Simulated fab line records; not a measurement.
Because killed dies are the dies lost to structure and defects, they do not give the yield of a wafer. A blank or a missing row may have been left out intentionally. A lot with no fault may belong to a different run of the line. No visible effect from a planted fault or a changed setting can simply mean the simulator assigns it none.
fab line records	flow n5_finfet
record: lots: 7	wafers: 21
route steps=1938 shown BEOL_M6@1204 BEOL_M7@1263 BEOL_M8@1359
start_h: the number of hours between the record's first day and the start of the first shown wafer of the lot	wait_h: hours from the lot's prior step to this one	" unchanged from the row above	L1.1+2: several wafers, shown together as one row	- no value present, or no start provided	* or withheld: withheld	< > ~ a bound
route shown NAME@n: names a module that has steps shown in the file, with the first one's number in the route	usual: mean/standard deviation of fault-free wafers	same: alike in all rows	chamber/n: place in a boat	sites: readings site by site	_std_site: the standard deviation of these	_edge_site: mean of outer sites minus mean of inner sites	radius_mm: how far each site lies from the wafer's centre	mask NAME#n: copy n	behind: the most recent tool/chamber to have shaped the wafer	hold: reason for holding the lot/hours on hold/outcome of the hold	device: whichever transistor did not switch (one of n, p or np)	end of line: tests run on the same wafers once the route is complete	for a step that has no rows: nothing shown but its recipe	killed: count of dies lost to structure and defects at first sort (not the wafer's yield)	map: per-die view of a wafer (x killed, . not killed, _ where there is no die)
set.NAME: the setting as run; set.NAME@STEP: as run at that earlier step	model.NAME: the simulator's own value behind a step, which no gauge read
one table per step and one row per wafer, for lots whose settings were changed on purpose
== steps ==
step: N5_BEOL_M6_EXPOSE_08
recipe: mask_id: M6	na: 1.35	source_shape: dipole	sigma_inner: 0.817	sigma_outer: 0.97	polarization: te	dose_mj: 68.25
lot.wafer	tool	chamber	start_h	wait_h	mask	set.dose_mj
L079.3	arfi_scanner-01	0	227.82	-	M6#0	68.25
L079.4+6	"	0	"	"	M6#0	66.67
L085.1+4	arfi_scanner-03	0	263.67	-	M6#0	70.6
L085.5	"	0	"	"	M6#0	68.25
L089.3+6	arfi_scanner-03	0	266.73	-	M6#0	68.25
L089.5	"	0	"	"	M6#0	66.79
L087.2+3+5	arfi_scanner-02	0	266.98	-	M6#0	68.25
L090.2+5+6	arfi_scanner-03	0	289.21	-	M6#0	68.25
L094.1+6	arfi_scanner-02	0	298.33	-	M6#0	63.62
L094.4	"	0	"	"	M6#0	68.25
L097.2+3+6	arfi_scanner-01	0	319.18	-	M6#0	68.25
step: N5_BEOL_M6_PEB_09
recipe: peb_temp_c: withheld	peb_time_s: 60	resist: CAR-ArF
step: N5_BEOL_M6_DEVELOP_10
recipe: develop_time_s: 30	developer: TMAH	resist: CAR-ArF	rinse_liquid: diw	dry: air_spin	dev_temp_c: 23
step: N5_BEOL_M6_CD_MEAS_11
recipe: target_cd_nm: 38.5	landing_energy_ev: 500	detector: se_inlens	polarity: opening
usual: cd_nm: 38.5/0.37
lot.wafer	tool	chamber	start_h	wait_h	set.dose_mj@BEOL_M6_EXPOSE_08	cd_nm
L079.3	cd_sem-01	0	227.94	-	68.25	39.3
L079.4	"	0	"	"	66.67	37.9
L079.6	"	0	"	"	66.67	37.9
L085.1	cd_sem-01	0	263.80	-	70.6	40.5
L085.4	"	0	"	"	70.6	40.4
L085.5	"	0	"	"	68.25	38.8
L089.3	cd_sem-01	0	266.85	-	68.25	37.8
L089.5	"	0	"	"	66.79	36.7
L089.6	"	0	"	"	68.25	38.8
L087.2	cd_sem-01	0	267.10	-	68.25	38.2
L087.3	"	0	"	"	68.25	39.3
L087.5	"	0	"	"	68.25	38.1
L090.2	cd_sem-01	0	289.34	-	68.25	38.3
L090.5	"	0	"	"	68.25	38.0
L090.6	"	0	"	"	68.25	38.2
L094.1	cd_sem-01	0	298.47	-	63.62	35.0
L094.4	"	0	"	"	68.25	38.5
L094.6	"	0	"	"	63.62	35.7
L097.2	cd_sem-01	0	319.30	-	68.25	38.7
L097.3	"	0	"	"	68.25	38.1
L097.6	"	0	"	"	68.25	38.7
step: N5_BEOL_M6_DESCUM_16
recipe: chemistry: O2	time_s: 7.9	source_power_w: 50	bias_power_w: 20	pressure_mtorr: 20	rf_frequency_hz: 2.712e+07	temp_c: 40	resist: CAR-ArF	o2_flow_sccm: 225
step: N5_BEOL_M6_ETCH_61
recipe: chemistry: CF4	target: SiARC	target_depth_a: 455	mask_material: CAR-ArF	time_s: 75.8	ion_energy_ev: 80	pressure_mtorr: 40	source_w: 545	bias_w: 36	Ar_flow_sccm: 100	cf4_flow_sccm: 100	ends: cleared
lot.wafer	tool	chamber	start_h	wait_h	set.dose_mj@BEOL_M6_EXPOSE_08	model.BEOL_M6.cd_offset_nm
L079.3	rie_diel-05	3	228.06	0.0	68.25	0.4
L079.4	"	1	"	"	66.67	-0.8
L079.6	"	0	"	"	66.67	-0.6
L085.1+4	rie_diel-05	2,1	263.99	0.0	70.6	2
L085.5	"	0	"	"	68.25	0.4
L089.3	rie_diel-05	0	267.16	0.0	68.25	-0.6
L089.5	"	3	"	"	66.79	-1.8
L089.6	"	2	"	"	68.25	0
L087.2	rie_diel-03	3	267.70	0.0	68.25	-0.4
L087.3	"	0	"	"	68.25	0.6
L087.5	"	1	"	"	68.25	-0.6
L090.2	rie_diel-03	3	289.48	0.0	68.25	-0.2
L090.5+6	"	2,1	"	"	68.25	-0.4
L094.1	rie_diel-03	1	299.10	0.0	63.62	-3.4
L094.4	"	0	"	"	68.25	0.2
L094.6	"	0	"	"	63.62	-3.2
L097.2	rie_diel-04	1	319.42	0.0	68.25	0
L097.3	"	0	"	"	68.25	-0.2
L097.6	"	2	"	"	68.25	0.2
step: N5_BEOL_M6_ETCH_62
recipe: chemistry: N2/H2	target: SOC	target_depth_a: 1100	overetch_a: 220	mask_material: SiARC	temp_c: 40	time_s: 165	ion_energy_ev: 200	pressure_mtorr: 30	source_w: 840	bias_w: 150	n2_flow_sccm: 200	h2_flow_sccm: 200
step: N5_BEOL_M6_STRIP_68
recipe: chemistry: N2/H2	temp_c: 40	n2_flow_sccm: 200	h2_flow_sccm: 200	rf_frequency_hz: 6e+07
step: N5_BEOL_M6_HM_OPEN_17
recipe: chemistry: Cl2/BCl3	target_depth_a: 200	overetch_a: 60	target: TiN	mask_material: SOC	ion_energy_ev: 150	pressure_mtorr: 10	icp_w: 1000	bias_w: 126	Cl2_flow_sccm: 53.25	bcl3_flow_sccm: 21.75	Ar_flow_sccm: 25
step: N5_BEOL_M6_STRIP_19
recipe: chemistry: O2	power_w: 400	temp_c: 40	pressure_mtorr: 30	rf_frequency_hz: 6e+07	bias_power_w: 0	overash_fraction: 0.2	o2_flow_sccm: 225
step: N5_BEOL_M6_CD_MEAS_18
recipe: pitch_nm: 80	target_cd_nm: 40
usual: cd_nm: 40.1/0.44
lot.wafer	tool	chamber	start_h	wait_h	set.dose_mj@BEOL_M6_EXPOSE_08	cd_nm
L079.3	cd_sem-01	-	228.57	0.1	68.25	40.5
L079.4	"	-	"	"	66.67	39.2
L079.6	"	-	"	"	66.67	39.6
L085.1	cd_sem-01	-	264.50	0.0	70.6	42.1
L085.4	"	-	"	"	70.6	42.1
L085.5	"	-	"	"	68.25	40.4
L089.3	cd_sem-01	-	267.62	0.1	68.25	39.5
L089.5	"	-	"	"	66.79	38.3
L089.6	"	-	"	"	68.25	40.1
L087.2	cd_sem-01	-	268.26	0.1	68.25	39.7
L087.3	"	-	"	"	68.25	40.4
L087.5	"	-	"	"	68.25	39.7
L090.2	cd_sem-02	-	289.94	0.1	68.25	39.9
L090.5	"	-	"	"	68.25	40.0
L090.6	"	-	"	"	68.25	39.6
L094.1	cd_sem-01	-	299.75	0.0	63.62	37.0
L094.4	"	-	"	"	68.25	40.2
L094.6	"	-	"	"	63.62	36.7
L097.2	cd_sem-01	-	319.85	0.1	68.25	40.0
L097.3	"	-	"	"	68.25	39.7
L097.6	"	-	"	"	68.25	40.1
step: N5_BEOL_M6_COAT_63
recipe: resist: SOC	temp_c: 250	time_s: 60	spin_rpm: 1500	resist_thk_nm: 60
step: N5_BEOL_M6_COAT_64
recipe: resist: SiARC	temp_c: 220	time_s: 60	spin_rpm: 1500	resist_thk_nm: 12
step: N5_BEOL_M6_PRECLEAN_42
recipe: chemistry: residue_remover	time_s: 60	temp_c: 40
step: N5_BEOL_M6_SRD_43
recipe: time_s: 30	temp_c: 23	rinse_liquid: diw	dry: ipa_marangoni
step: N5_BEOL_M6_CD_MEAS_35
recipe: target_cd_nm: 40	target_cd_y_nm: 28	polarity: opening
usual: cd_nm: 40.0/0.44
lot.wafer	tool	chamber	start_h	wait_h	set.dose_mj@BEOL_M6_EXPOSE_08	cd_nm
L079.3	cd_sem-03	-	231.82	0.0	68.25	41.0
L079.4	"	-	"	"	66.67	39.1
L079.6	"	-	"	"	66.67	39.2
L085.1	cd_sem-01	-	266.13	0.0	70.6	41.6
L085.4	"	-	"	"	70.6	42.6
L085.5	"	-	"	"	68.25	41.0
L089.3	cd_sem-01	-	270.53	0.0	68.25	39.7
L089.5	"	-	"	"	66.79	38.4
L089.6	"	-	"	"	68.25	40.2
L087.2	cd_sem-02	-	270.79	0.0	68.25	39.4
L087.3	"	-	"	"	68.25	40.7
L087.5	"	-	"	"	68.25	39.6
L090.2	cd_sem-03	-	291.33	0.0	68.25	39.8
L090.5	"	-	"	"	68.25	40.2
L090.6	"	-	"	"	68.25	39.5
L094.1	cd_sem-01	-	300.77	0.0	63.62	36.7
L094.4	"	-	"	"	68.25	40.0
L094.6	"	-	"	"	63.62	36.8
L097.2	cd_sem-02	-	320.90	0.0	68.25	39.9
L097.3	"	-	"	"	68.25	39.9
L097.6	"	-	"	"	68.25	40.0
step: N5_BEOL_M7_ILD_DEP_00
recipe: material: SiCOH_lowk	target_thk_a: 1797.5	temp_c: 300	precursor: DEMS/porogen	pressure_torr: 5	rf_w: 500	time_s: 33.4
lot.wafer	tool	chamber	start_h	wait_h	set.time_s	model.SiCOH_lowk_of_BEOL_M7_ILD_DEP_00.thk_nm
L079.3	pecvd-04	1	234.83	0.0	28.88	153.8
L079.4	"	1	"	"	28.88	156.2
L079.6	"	0	"	"	33.4	178.6
L085.1	pecvd-04	1	269.18	0.0	33.4	179.4
L085.4	"	0	"	"	33.4	182.4
L085.5	"	2	"	"	33.4	180.8
L089.3	pecvd-04	2	274.53	0.0	33.4	174.6
L089.5	"	1	"	"	33.4	179.4
L089.6	"	0	"	"	33.4	180.6
L087.2	pecvd-04	2	274.95	0.0	33.4	178.4
L087.3	"	0	"	"	33.4	178.6
L087.5	"	0	"	"	33.4	181.8
L090.2	pecvd-01	2	294.21	0.0	29.96	163.4
L090.5	"	2	"	"	29.96	164
L090.6	"	1	"	"	29.96	162.8
L094.1	pecvd-02	2	304.23	0.0	33.4	180
L094.4	"	0	"	"	28.49	154.8
L094.6	"	2	"	"	28.49	155.8
L097.2	pecvd-04	0	323.51	0.0	33.4	179.2
L097.3	"	2	"	"	33.4	176.8
L097.6	"	2	"	"	33.4	179.8
step: N5_BEOL_M7_CURE_74
recipe: temp_c: 385	time_s: 240	ambient: He/Ar	material: SiCOH_lowk
lot.wafer	tool	chamber	start_h	wait_h	set.time_s@BEOL_M7_ILD_DEP_00	model.SiCOH_lowk_of_BEOL_M7_ILD_DEP_00.thk_nm
L079.3	uv_cure-03	0	235.05	0.2	28.88	132.4
L079.4	"	0	"	"	28.88	134.6
L079.6	"	0	"	"	33.4	154
L085.1	uv_cure-02	0	269.24	0.0	33.4	154.6
L085.4	"	0	"	"	33.4	157.2
L085.5	"	0	"	"	33.4	155.8
L089.3	uv_cure-03	0	274.75	0.2	33.4	150.4
L089.5	"	0	"	"	33.4	154.6
L089.6	"	0	"	"	33.4	155.8
L087.2	uv_cure-01	0	275.10	0.1	33.4	153.8
L087.3	"	0	"	"	33.4	154
L087.5	"	0	"	"	33.4	156.8
L090.2	uv_cure-02	2	294.44	0.2	29.96	140.8
L090.5	"	2	"	"	29.96	141.2
L090.6	"	2	"	"	29.96	140.2
L094.1	uv_cure-01	2	304.29	0.0	33.4	155.2
L094.4	"	2	"	"	28.49	133.4
L094.6	"	2	"	"	28.49	134.2
L097.2	uv_cure-02	0	323.65	0.1	33.4	154.6
L097.3	"	0	"	"	33.4	152.4
L097.6	"	0	"	"	33.4	155
step: N5_BEOL_M7_THK_MEAS_01
recipe: reads: SiCOH_lowk_of_BEOL_M7_ILD_DEP_00
usual: M7_ILD_THK: 155.2/1.7
lot.wafer	tool	chamber	start_h	wait_h	set.time_s@BEOL_M7_ILD_DEP_00	M7_ILD_THK[nm]
L079.3	film_metro-01	-	235.40	0.3	28.88	132.4
L079.4	"	-	"	"	28.88	134.5
L079.6	"	-	"	"	33.4	154.0
L085.1	film_metro-01	-	270.24	0.8	33.4	154.5
L085.4	"	-	"	"	33.4	157.1
L085.5	"	-	"	"	33.4	155.9
L089.3	film_metro-01	-	275.11	0.3	33.4	150.4
L089.5	"	-	"	"	33.4	154.7
L089.6	"	-	"	"	33.4	155.8
L087.2	film_metro-02	-	275.53	0.4	33.4	153.9
L087.3	"	-	"	"	33.4	154.0
L087.5	"	-	"	"	33.4	156.8
L090.2	film_metro-02	-	295.27	0.7	29.96	140.9
L090.5	"	-	"	"	29.96	141.3
L090.6	"	-	"	"	29.96	140.3
L094.1	film_metro-01	-	304.81	0.4	33.4	155.3
L094.4	"	-	"	"	28.49	133.3
L094.6	"	-	"	"	28.49	134.2
L097.2	film_metro-01	-	324.09	0.4	33.4	154.7
L097.3	"	-	"	"	33.4	152.4
L097.6	"	-	"	"	33.4	155.0
step: N5_BEOL_M7_HM_DEP_02
recipe: material: TiN	target_thk_a: 200	temp_c: 25	chamber_pressure_pa: 0.49996
lot.wafer	tool	chamber	start_h	wait_h	set.target_thk_a	model.TiN_of_BEOL_M7_HM_DEP_02.thk_nm
L079.3+6	pvd_sputter-02	-	235.65	0.2	200	20.2
L079.4	"	-	"	"	193	19.6
L085.1	pvd_sputter-01	-	270.87	0.6	214	21.2
L085.4	"	-	"	"	200	19.8
L085.5	"	-	"	"	214	21
L089.3+5	pvd_sputter-02	-	276.29	1.1	212.9	21.2
L089.6	"	-	"	"	200	20
L087.2+5	pvd_sputter-02	-	276.49	0.9	200	20
L087.3	"	-	"	"	200	20.2
L090.2+6	pvd_sputter-01	-	296.18	0.9	200	20
L090.5	"	-	"	"	222.3	22.2
L094.1+6	pvd_sputter-01	-	305.48	0.6	200	20.4
L094.4	"	-	"	"	200	20.2
L097.2+6	pvd_sputter-02	-	325.29	1.2	189.2	19
L097.3	"	-	"	"	200	20.2
step: N5_BEOL_M7_COAT_59
recipe: resist: SOC	temp_c: 250	time_s: 60	spin_rpm: 1500	resist_thk_nm: 100
step: N5_BEOL_M7_COAT_60
recipe: resist: SiARC	temp_c: 220	time_s: 60	spin_rpm: 1500	resist_thk_nm: 35
step: N5_BEOL_M7_STRIP_68
recipe: chemistry: N2/H2	temp_c: 40	n2_flow_sccm: 200	h2_flow_sccm: 200	rf_frequency_hz: 6e+07
step: N5_BEOL_M7_STRIP_67
recipe: chemistry: CF4	resist: SiARC	power_w: 300	bias_power_w: 75	pressure_mtorr: 50	cf4_flow_sccm: 150	rf_frequency_hz: 6e+07
step: N5_BEOL_M7_HM_OPEN_17
recipe: chemistry: Cl2/BCl3	target_depth_a: 200	overetch_a: 60	target: TiN	mask_material: SOC	ion_energy_ev: 150	pressure_mtorr: 10	icp_w: 1000	bias_w: 126	Cl2_flow_sccm: 53.25	bcl3_flow_sccm: 21.75	Ar_flow_sccm: 25
lot.wafer	tool	chamber	start_h	wait_h	set.target_thk_a@BEOL_M7_HM_DEP_02	model.etch.depth_nm
L079.3	rie_metal-02	0	236.42	0.1	200	20.24
L079.4	"	1	"	"	193	19.54
L079.6	"	1	"	"	200	20.21
L085.1	rie_metal-02	0	271.74	0.0	214	21.17
L085.4	"	0	"	"	200	19.73
L085.5	"	0	"	"	214	21.05
L089.3	rie_metal-01	1	277.11	0.1	212.9	21.23
L089.5	"	1	"	"	212.9	21.28
L089.6	"	1	"	"	200	20.05
L087.2	rie_metal-03	0	277.63	0.0	200	19.97
L087.3	"	0	"	"	200	20.23
L087.5	"	0	"	"	200	19.95
L090.2	rie_metal-02	1	296.93	0.0	200	19.92
L090.5	"	0	"	"	222.3	22.29
L090.6	"	1	"	"	200	20.08
L094.1	rie_metal-01	1	306.56	0.0	200	20.49
L094.4	"	0	"	"	200	20.23
L094.6	"	0	"	"	200	20.37
L097.2	rie_metal-03	0	326.17	0.0	189.2	19.03
L097.3	"	0	"	"	200	20.1
L097.6	"	1	"	"	189.2	18.91
step: N5_BEOL_M8_COAT_22
recipe: resist: CAR-EUV	spin_rpm: 1500	resist_thk_nm: 30
lot.wafer	tool	chamber	start_h	wait_h	set.spin_rpm	model.CAR-EUV_of_BEOL_M8_COAT_22.thk_nm
L079.3	litho_track-04	0	-	-	1500	30
L079.4	"	0	"	"	1597	29
L079.6	"	0	"	"	1597	29.2
L085.1+4+5	litho_track-02	0	-	-	1500	30.2
L089.3	litho_track-01	0	-	-	1500	30
L089.5+6	"	0	"	"	1363	31.4
L087.2+5	litho_track-01	0	-	-	1500	30.2
L087.3	"	0	"	"	1500	30
L090.2+6	litho_track-02	0	-	-	1403	31
L090.5	"	0	"	"	1500	30
L094.1	litho_track-01	0	-	-	1371	31.4
L094.4+6	"	0	"	"	1500	30
L097.2	litho_track-04	0	-	-	1500	30
L097.3+6	"	0	"	"	1667	28.6
== key ==
split: step: N5_BEOL_M6_EXPOSE_08	setting: dose_mj	stated: 68.25	by: wafer
response: step: N5_BEOL_M6_CD_MEAS_11	reading: cd_nm	change: +0.495	per: 1%	r: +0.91
response: step: N5_BEOL_M6_ETCH_61	reading: model.BEOL_M6.cd_offset_nm	change: +0.516	per: 1%	r: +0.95
response: step: N5_BEOL_M6_CD_MEAS_18	reading: cd_nm	change: +0.507	per: 1%	r: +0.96
response: step: N5_BEOL_M6_CD_MEAS_35	reading: cd_nm	change: +0.493	per: 1%	r: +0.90
split: step: N5_BEOL_M7_ILD_DEP_00	setting: time_s	stated: 33.4	by: wafer
response: step: N5_BEOL_M7_ILD_DEP_00	reading: model.SiCOH_lowk_of_BEOL_M7_ILD_DEP_00.thk_nm	change: +1.71	per: 1%	r: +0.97
response: step: N5_BEOL_M7_CURE_74	reading: model.SiCOH_lowk_of_BEOL_M7_ILD_DEP_00.thk_nm	change: +1.48	per: 1%	r: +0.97
response: step: N5_BEOL_M7_THK_MEAS_01	reading: M7_ILD_THK	change: +1.49	per: 1%	r: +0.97
split: step: N5_BEOL_M7_HM_DEP_02	setting: target_thk_a	stated: 200	by: wafer
response: step: N5_BEOL_M7_HM_DEP_02	reading: model.TiN_of_BEOL_M7_HM_DEP_02.thk_nm	change: +0.195	per: 1%	r: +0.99
response: step: N5_BEOL_M7_HM_OPEN_17	reading: model.etch.depth_nm	change: +0.201	per: 1%	r: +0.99
split: step: N5_BEOL_M8_COAT_22	setting: spin_rpm	stated: 1500	by: wafer
response: step: N5_BEOL_M8_COAT_22	reading: model.CAR-EUV_of_BEOL_M8_COAT_22.thk_nm	change: -0.144	per: 1%	r: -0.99
